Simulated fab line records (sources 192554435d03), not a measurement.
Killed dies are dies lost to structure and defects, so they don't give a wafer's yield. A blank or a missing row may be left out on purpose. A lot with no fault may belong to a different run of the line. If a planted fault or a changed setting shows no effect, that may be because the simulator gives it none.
Which tool did it? + flow n5 finfet + 24 lots with 72 wafers sampled at 6 steps, on a route of 1938 steps

== WHAT THE GAUGES SHOWED, per wafer ==
N5_BEOL_M5_OVL_MEAS_12. Usual: for M5_OVL the level is 0.2 nm and the standard deviation is 0.72.
| lot  | measured     | on         | M5_OVL (nm)    | flag |
|------|--------------|------------|----------------|------|
| L074 | day 7 18:16  | overlay-01 | -0.2 -0.1 0.2  |      |
| L076 | day 8 03:35  | overlay-01 | 0.5 0.3 0.7    |      |
| L075 | day 8 06:17  | overlay-01 | -0.2 -0.2 1.2  |      |
| L077 | day 9 03:42  | overlay-01 | 0.4 0.7 1.2    |      |
| L079 | day 9 06:48  | overlay-01 | 0.8 -0.2 0.8   |      |
| L078 | day 9 11:43  | overlay-02 | -1.3 -0.7 0.3  |      |
| L081 | day 9 12:38  | overlay-02 | 0.4 1.5 0.3    |      |
| L080 | day 9 14:16  | overlay-02 | 0.0 0.8 0.4    |      |
| L082 | day 9 14:39  | overlay-01 | -0.4 0.5 0.3   |      |
| L083 | day 10 05:23 | overlay-01 | 0.0 0.0 0.6    |      |
| L084 | day 10 08:22 | overlay-01 | 0.0 -0.2 0.4   |      |
| L085 | day 10 17:36 | overlay-02 | -0.2 -1.0 -0.6 |      |
| L086 | day 11 04:33 | overlay-01 | -0.5 -0.2 -1.2 |      |
| L088 | day 11 07:13 | overlay-02 | -1.1 -0.3 0.4  |      |
| L087 | day 11 11:16 | overlay-01 | -0.1 1.5 1.3   |      |
| L089 | day 12 00:19 | overlay-02 | -0.3 0.7 -0.4  |      |
| L090 | day 12 02:37 | overlay-01 | -0.9 -1.1 1.0  |      |
| L091 | day 12 02:50 | overlay-02 | -0.6 0.7 0.8   |      |
| L092 | day 12 06:07 | overlay-01 | 1.6 0.2 0.7    |      |
| L093 | day 12 14:10 | overlay-01 | 0.2 -0.5 0.0   |      |
| L094 | day 12 22:50 | overlay-02 | -0.9 0.7 -0.4  |      |
| L095 | day 13 06:02 | overlay-01 | 1.2 0.0 0.2    |      |
| L096 | day 13 22:17 | overlay-01 | 1.0 0.5 0.2    |      |
| L097 | day 14 01:46 | overlay-01 | 0.3 0.3 0.0    |      |

N5_BEOL_M5_CD_MEAS_18: pitch 56 nm, target cd 28 nm. Usual: cd nm reads 28.0 nm (standard deviation 0.36).
| lot  | measured     | on        | cd nm (nm)     | flag |
|------|--------------|-----------|----------------|------|
| L074 | day 7 18:50  | cd sem-01 | 28.2 27.8 28.2 |      |
| L076 | day 8 04:08  | cd sem-03 | 28.6 28.6 28.3 |      |
| L075 | day 8 06:52  | cd sem-01 | 28.4 28.4 28.6 |      |
| L077 | day 9 04:43  | cd sem-01 | 28.3 28.2 28.5 |      |
| L079 | day 9 07:20  | cd sem-02 | 28.0 27.7 27.4 |      |
| L078 | day 9 12:17  | cd sem-02 | 27.9 28.3 28.1 |      |
| L081 | day 9 13:09  | cd sem-03 | 28.1 27.9 27.5 |      |
| L080 | day 9 14:47  | cd sem-01 | 28.2 27.8 27.7 |      |
| L082 | day 9 15:22  | cd sem-03 | 27.5 27.9 27.9 |      |
| L083 | day 10 06:11 | cd sem-02 | 27.6 27.8 27.5 |      |
| L084 | day 10 09:18 | cd sem-01 | 28.1 27.9 27.5 |      |
| L085 | day 10 18:30 | cd sem-02 | 28.6 27.8 27.8 |      |
| L086 | day 11 05:04 | cd sem-01 | 28.4 28.2 28.5 |      |
| L088 | day 11 07:47 | cd sem-02 | 27.9 27.6 27.4 |      |
| L087 | day 11 11:47 | cd sem-03 | 28.3 28.0 27.8 |      |
| L089 | day 12 00:50 | cd sem-03 | 28.7 28.6 28.0 |      |
| L090 | day 12 03:08 | cd sem-03 | 28.1 28.2 27.1 |      |
| L091 | day 12 03:27 | cd sem-01 | 28.0 28.0 28.2 |      |
| L092 | day 12 06:40 | cd sem-03 | 27.8 28.2 27.6 |      |
| L093 | day 12 14:44 | cd sem-03 | 28.3 28.7 28.1 |      |
| L094 | day 12 23:37 | cd sem-03 | 28.1 27.7 27.8 |      |
| L095 | day 13 06:33 | cd sem-02 | 28.1 27.8 27.9 |      |
| L096 | day 13 22:49 | cd sem-03 | 28.5 28.1 28.4 |      |
| L097 | day 14 02:44 | cd sem-03 | 28.2 28.3 28.1 |      |

N5_BEOL_M5_OVL_MEAS_29. Usual: for V4_OVL the level is 0.0 nm and the standard deviation is 0.66.
| lot  | measured     | on         | V4_OVL (nm)    | flag |
|------|--------------|------------|----------------|------|
| L074 | day 7 19:11  | overlay-01 | -0.3 0.2 0.0   |      |
| L076 | day 8 05:07  | overlay-02 | 0.0 0.0 0.2    |      |
| L075 | day 8 07:16  | overlay-02 | 0.3 -0.5 0.2   |      |
| L077 | day 9 05:11  | overlay-01 | 0.2 0.5 -1.0   |      |
| L079 | day 9 10:27  | overlay-01 | -0.3 -0.7 -1.1 |      |
| L078 | day 9 12:38  | overlay-01 | 0.3 -0.1 -0.2  |      |
| L081 | day 9 13:31  | overlay-02 | -0.5 -1.0 -1.1 |      |
| L080 | day 9 17:01  | overlay-01 | 0.1 0.2 0.7    |      |
| L082 | day 9 17:35  | overlay-02 | -1.6 0.5 0.5   |      |
| L083 | day 10 06:32 | overlay-02 | -0.4 0.0 -1.2  |      |
| L084 | day 10 10:26 | overlay-02 | -0.5 0.1 0.8   |      |
| L085 | day 10 18:51 | overlay-01 | -0.2 -1.5 -1.1 |      |
| L086 | day 11 05:49 | overlay-01 | 0.8 0.5 0.6    |      |
| L088 | day 11 09:58 | overlay-02 | 0.9 0.7 0.9    |      |
| L087 | day 11 13:23 | overlay-01 | 0.5 -0.1 0.6   |      |
| L089 | day 12 01:46 | overlay-02 | 0.8 0.5 0.8    |      |
| L090 | day 12 05:23 | overlay-02 | -0.7 -0.3 -0.9 |      |
| L091 | day 12 05:20 | overlay-01 | -0.5 -0.8 -1.1 |      |
| L092 | day 12 08:14 | overlay-02 | 0.0 0.5 0.8    |      |
| L093 | day 12 16:32 | overlay-01 | 1.2 0.7 0.2    |      |
| L094 | day 13 00:22 | overlay-02 | -1.2 -0.4 -0.7 |      |
| L095 | day 13 07:01 | overlay-01 | 0.5 0.9 0.5    |      |
| L096 | day 14 00:47 | overlay-01 | 0.0 -0.3 -0.3  |      |
| L097 | day 14 03:12 | overlay-02 | 0.2 -0.5 0.3   |      |

N5_BEOL_M5_OCD_MEAS_38. Usual: trench depth nm reads 72.0 nm (standard deviation 1.5).
| lot  | measured     | on     | trench depth nm (nm) | flag |
|------|--------------|--------|----------------------|------|
| L074 | day 7 19:41  | ocd-02 | 74.3 72.2 70.1       |      |
| L076 | day 8 05:39  | ocd-01 | 70.5 70.8 69.5       |      |
| L075 | day 8 07:46  | ocd-01 | 73.1 72.4 69.6       |      |
| L077 | day 9 05:41  | ocd-02 | 73.7 70.3 73.7       |      |
| L079 | day 9 10:58  | ocd-02 | 71.8 72.6 70.8       |      |
| L078 | day 9 13:10  | ocd-01 | 72.5 73.7 73.9       |      |
| L081 | day 9 14:01  | ocd-01 | 72.9 73.3 70.5       |      |
| L080 | day 9 17:40  | ocd-02 | 71.7 71.6 71.4       |      |
| L082 | day 9 18:08  | ocd-01 | 69.8 74.4 74.2       |      |
| L083 | day 10 07:08 | ocd-02 | 70.6 71.1 69.1       |      |
| L084 | day 10 10:57 | ocd-01 | 73.0 72.3 69.6       |      |
| L085 | day 10 19:22 | ocd-01 | 74.3 74.3 69.7       |      |
| L086 | day 11 06:20 | ocd-01 | 73.3 72.2 72.8       |      |
| L088 | day 11 10:28 | ocd-02 | 72.6 71.9 72.0       |      |
| L087 | day 11 13:54 | ocd-01 | 71.7 71.4 72.3       |      |
| L089 | day 12 02:17 | ocd-02 | 69.9 71.3 70.8       |      |
| L090 | day 12 06:16 | ocd-01 | 74.5 72.1 72.9       |      |
| L091 | day 12 05:50 | ocd-01 | 69.4 73.6 73.2       |      |
| L092 | day 12 09:00 | ocd-02 | 69.8 72.3 72.7       |      |
| L093 | day 12 17:03 | ocd-01 | 72.8 73.3 73.9       |      |
| L094 | day 13 00:59 | ocd-01 | 74.0 72.6 72.2       |      |
| L095 | day 13 07:32 | ocd-02 | 70.0 72.5 72.8       |      |
| L096 | day 14 01:40 | ocd-02 | 71.7 73.1 73.3       |      |
| L097 | day 14 03:45 | ocd-01 | 71.6 71.2 71.7       |      |

== TOOL THAT RAN EACH LOT (tool first, then ch and the chambers of the sampled wafers, then the start) ==
| lot  | N5_BEOL_M5_ETCH_62                 | N5_BEOL_M5_STRIP_36                |
|------|------------------------------------|------------------------------------|
| L074 | rie diel-01 ch 0,2,3, day 7 18:29  | rie diel-01 ch 0,2,3, day 7 19:30  |
| L076 | rie diel-02 ch 0,2, day 8 03:45    | rie diel-02 ch 0,2,3, day 8 05:27  |
| L075 | rie diel-01 ch 0,2,3, day 8 06:27  | rie diel-02 ch 1,2,3, day 8 07:35  |
| L077 | rie diel-04 ch 0,1,2, day 9 04:22  | rie diel-04 ch 2,3, day 9 05:30    |
| L079 | rie diel-01 ch 0,1,2, day 9 06:58  | rie diel-02 ch 0,3, day 9 10:46    |
| L078 | rie diel-01 ch 0,2, day 9 11:56    | rie diel-01 ch 0,3, day 9 12:58    |
| L081 | rie diel-04 ch 0,2,3, day 9 12:48  | rie diel-04 ch 0,3, day 9 13:49    |
| L080 | rie diel-01 ch 0,1,3, day 9 14:26  | rie diel-02 ch 0,1, day 9 17:28    |
| L082 | rie diel-01 ch 0,1, day 9 14:49    | rie diel-01 ch 1,2, day 9 17:57    |
| L083 | rie diel-01 ch 0,1,2, day 10 05:43 | rie diel-02 ch 0,1,2, day 10 06:56 |
| L084 | rie diel-01 ch 0,2,3, day 10 08:50 | rie diel-01 ch 0,2,3, day 10 10:46 |
| L085 | rie diel-01 ch 0,1,2, day 10 18:10 | rie diel-04 ch 1,2,3, day 10 19:10 |
| L086 | rie diel-02 ch 1,2,3, day 11 04:43 | rie diel-02 ch 1,3, day 11 06:08   |
| L088 | rie diel-04 ch 0,1, day 11 07:26   | rie diel-02 ch 1,3, day 11 10:16   |
| L087 | rie diel-01 ch 1,2, day 11 11:26   | rie diel-02 ch 0,1,3, day 11 13:43 |
| L089 | rie diel-04 ch 1,2,3, day 12 00:29 | rie diel-02 ch 0,2,3, day 12 02:05 |
| L090 | rie diel-01 ch 1,2,3, day 12 02:47 | rie diel-01 ch 0,1,3, day 12 06:04 |
| L091 | rie diel-02 ch 0,2, day 12 03:05   | rie diel-04 ch 1,2,3, day 12 05:39 |
| L092 | rie diel-02 ch 0,2,3, day 12 06:19 | rie diel-04 ch 0,1,3, day 12 08:49 |
| L093 | rie diel-02 ch 0,1,2, day 12 14:20 | rie diel-04 ch 1,2, day 12 16:51   |
| L094 | rie diel-02 ch 0,1,2, day 12 23:14 | rie diel-01 ch 0,1,3, day 13 00:47 |
| L095 | rie diel-01 ch 1,3, day 13 06:12   | rie diel-01 ch 0,2, day 13 07:20   |
| L096 | rie diel-02 ch 0,1,3, day 13 22:28 | rie diel-04 ch 0,2, day 14 01:28   |
| L097 | rie diel-04 ch 0,2, day 14 02:16   | rie diel-02 ch 1,3, day 14 03:33   |
- N5_BEOL_M5_ETCH_62: etches SOC in N2/H2, target depth 75 nm, overetch 15 nm, time 112.5 s.
- N5_BEOL_M5_STRIP_36: strips in N2/H2.

== AS READ BY THE TOOLS THEMSELVES (means over the sampled wafers that have a number; for cases with no such wafer, the mark the record gives instead) ==
N5_BEOL_M5_ETCH_62. Usual: drypump motor current A 5.5 A, standard deviation 0.44; oes product au 0.63 a.u., standard deviation 0.079; rf fwd power W 836.5 W, standard deviation 2.6; rf vpp V 524.3 V, standard deviation 2.3; showerhead plenum p Torr 2.56 Torr, standard deviation 0.082; throttle valve pct 17.7 %, standard deviation 0.32.
| lot  | tool        | drypump motor current A (A) | oes product au (a.u.) | rf fwd power W (W) | rf vpp V (V) | showerhead plenum p Torr (Torr) | throttle valve pct (%) | flag |
|------|-------------|-----------------------------|-----------------------|--------------------|--------------|---------------------------------|------------------------|------|
| L074 | rie diel-01 | 5.5                         | 0.59                  | 836.6              | 525.9        | 2.62                            | 17.8                   |      |
| L076 | rie diel-02 | 5.6                         | 0.55                  | 837.1              | 523.7        | 2.56                            | 17.8                   |      |
| L075 | rie diel-01 | 5.5                         | 0.59                  | 833.9              | 525.5        | 2.62                            | 17.8                   |      |
| L077 | rie diel-04 | 5.1                         | 0.74                  | 836.5              | 525.7        | 2.61                            | 17.6                   |      |
| L079 | rie diel-01 | 5.6                         | 0.66                  | 836.6              | 524.6        | 2.57                            | 17.7                   |      |
| L078 | rie diel-01 | 5.4                         | 0.59                  | 837.5              | 526.2        | 2.59                            | 18.0                   |      |
| L081 | rie diel-04 | 5.4                         | 0.66                  | 835.6              | 523.4        | 2.53                            | 17.8                   |      |
| L080 | rie diel-01 | 5.7                         | 0.65                  | 838.4              | 525.9        | 2.59                            | 17.5                   |      |
| L082 | rie diel-01 | 5.6                         | 0.68                  | 836.4              | 525.5        | 2.61                            | 17.6                   |      |
| L083 | rie diel-01 | 5.6                         | 0.66                  | 835.0              | 524.5        | 2.57                            | 17.7                   |      |
| L084 | rie diel-01 | 5.5                         | 0.58                  | 838.9              | 525.9        | 2.61                            | 17.9                   |      |
| L085 | rie diel-01 | 5.6                         | 0.65                  | 834.9              | 523.3        | 2.56                            | 17.7                   |      |
| L086 | rie diel-02 | 5.2                         | 0.59                  | 837.1              | 524.4        | 2.54                            | 17.8                   |      |
| L088 | rie diel-04 | 5.3                         | 0.71                  | 832.6              | 523.7        | 2.52                            | 17.6                   |      |
| L087 | rie diel-01 | 5.6                         | 0.62                  | 834.9              | 522.8        | 2.52                            | 17.8                   |      |
| L089 | rie diel-04 | 5.2                         | 0.65                  | 835.3              | 524.3        | 2.57                            | 17.8                   |      |
| L090 | rie diel-01 | 5.7                         | 0.61                  | 837.2              | 523.0        | 2.54                            | 17.7                   |      |
| L091 | rie diel-02 | 5.6                         | 0.60                  | 836.6              | 522.9        | 2.55                            | 17.6                   |      |
| L092 | rie diel-02 | 5.5                         | 0.64                  | 836.6              | 523.2        | 2.53                            | 17.7                   |      |
| L093 | rie diel-02 | 5.7                         | 0.61                  | 836.3              | 525.0        | 2.58                            | 17.7                   |      |
| L094 | rie diel-02 | 5.7                         | 0.61                  | 837.7              | 524.6        | 2.58                            | 17.7                   |      |
| L095 | rie diel-01 | 5.8                         | 0.60                  | 837.0              | 525.3        | 2.55                            | 17.5                   |      |
| L096 | rie diel-02 | 5.7                         | 0.64                  | 835.2              | 524.1        | 2.56                            | 17.7                   |      |
| L097 | rie diel-04 | 5.2                         | 0.67                  | 835.1              | 523.7        | 2.55                            | 17.6                   |      |

N5_BEOL_M5_STRIP_36. Usual: drypump motor current A 5.4 A, standard deviation 0.49; oes product au 0.81 a.u., standard deviation 0.097; rf vpp V 59.5 V, standard deviation 1.3; showerhead plenum p Torr 2.56 Torr, standard deviation 0.088; throttle valve pct 23.55 %, standard deviation 0.28.
| lot  | tool        | drypump motor current A (A) | oes product au (a.u.) | rf vpp V (V) | showerhead plenum p Torr (Torr) | throttle valve pct (%) | flag |
|------|-------------|-----------------------------|-----------------------|--------------|---------------------------------|------------------------|------|
| L074 | rie diel-01 | 5.5                         | 0.76                  | 59.9         | 2.62                            | 23.62                  |      |
| L076 | rie diel-02 | 5.5                         | 0.76                  | 59.3         | 2.54                            | 23.74                  |      |
| L075 | rie diel-02 | 5.2                         | 0.78                  | 59.6         | 2.54                            | 23.64                  |      |
| L077 | rie diel-04 | 5.1                         | 0.82                  | 59.3         | 2.61                            | 23.68                  |      |
| L079 | rie diel-02 | 6.0                         | 0.94                  | 59.6         | 2.57                            | 23.45                  |      |
| L078 | rie diel-01 | 5.4                         | 0.78                  | 60.7         | 2.66                            | 23.51                  |      |
| L081 | rie diel-04 | 5.6                         | 0.84                  | 58.9         | 2.45                            | 23.53                  |      |
| L080 | rie diel-02 | 6.2                         | 0.88                  | 60.2         | 2.61                            | 23.33                  |      |
| L082 | rie diel-01 | 5.8                         | 0.87                  | 59.4         | 2.49                            | 23.15                  |      |
| L083 | rie diel-02 | 5.7                         | 0.80                  | 59.6         | 2.58                            | 23.45                  |      |
| L084 | rie diel-01 | 5.5                         | 0.74                  | 59.7         | 2.61                            | 23.62                  |      |
| L085 | rie diel-04 | 5.2                         | 0.84                  | 60.4         | 2.57                            | 23.61                  |      |
| L086 | rie diel-02 | 5.4                         | 0.77                  | 60.9         | 2.56                            | 23.60                  |      |
| L088 | rie diel-02 | 5.2                         | 0.80                  | 59.7         | 2.52                            | 23.76                  |      |
| L087 | rie diel-02 | 5.7                         | 0.84                  | 59.4         | 2.56                            | 23.55                  |      |
| L089 | rie diel-02 | 5.5                         | 0.81                  | 58.4         | 2.53                            | 23.61                  |      |
| L090 | rie diel-01 | 5.7                         | 0.80                  | 60.1         | 2.58                            | 23.27                  |      |
| L091 | rie diel-04 | 5.3                         | 0.82                  | 59.6         | 2.56                            | 23.61                  |      |
| L092 | rie diel-04 | 5.5                         | 0.83                  | 59.4         | 2.49                            | 23.55                  |      |
| L093 | rie diel-04 | 4.8                         | 0.88                  | 59.5         | 2.67                            | 23.57                  |      |
| L094 | rie diel-01 | 5.7                         | 0.79                  | 60.3         | 2.58                            | 23.27                  |      |
| L095 | rie diel-01 | 5.3                         | 0.76                  | 59.7         | 2.62                            | 23.73                  |      |
| L096 | rie diel-04 | 4.9                         | 0.84                  | 58.5         | 2.62                            | 23.57                  |      |
| L097 | rie diel-02 | 5.2                         | 0.79                  | 58.5         | 2.51                            | 23.77                  |      |

== THE ANSWER, worked out from the rows above alone ==
Rule: lot off if the mean of its wafers having a number is beyond 3 standard deviations from the usual mean. Also off: a lot with no number at a reading for which 4 or more lots have one. All remaining lots with rows at the step are treated as sound. After the gauges, taken in route order, come the tools' own readings; for these a lot's mean is taken, as printed above. The first step at which some lot is off is used, and at that step the reading that is off furthest; a lot without a number counts as furthest.
No lot is off on any of the readings shown, so nothing can be concluded from this.

== WHAT WAS PUT IN BY THE SIMULATOR ==
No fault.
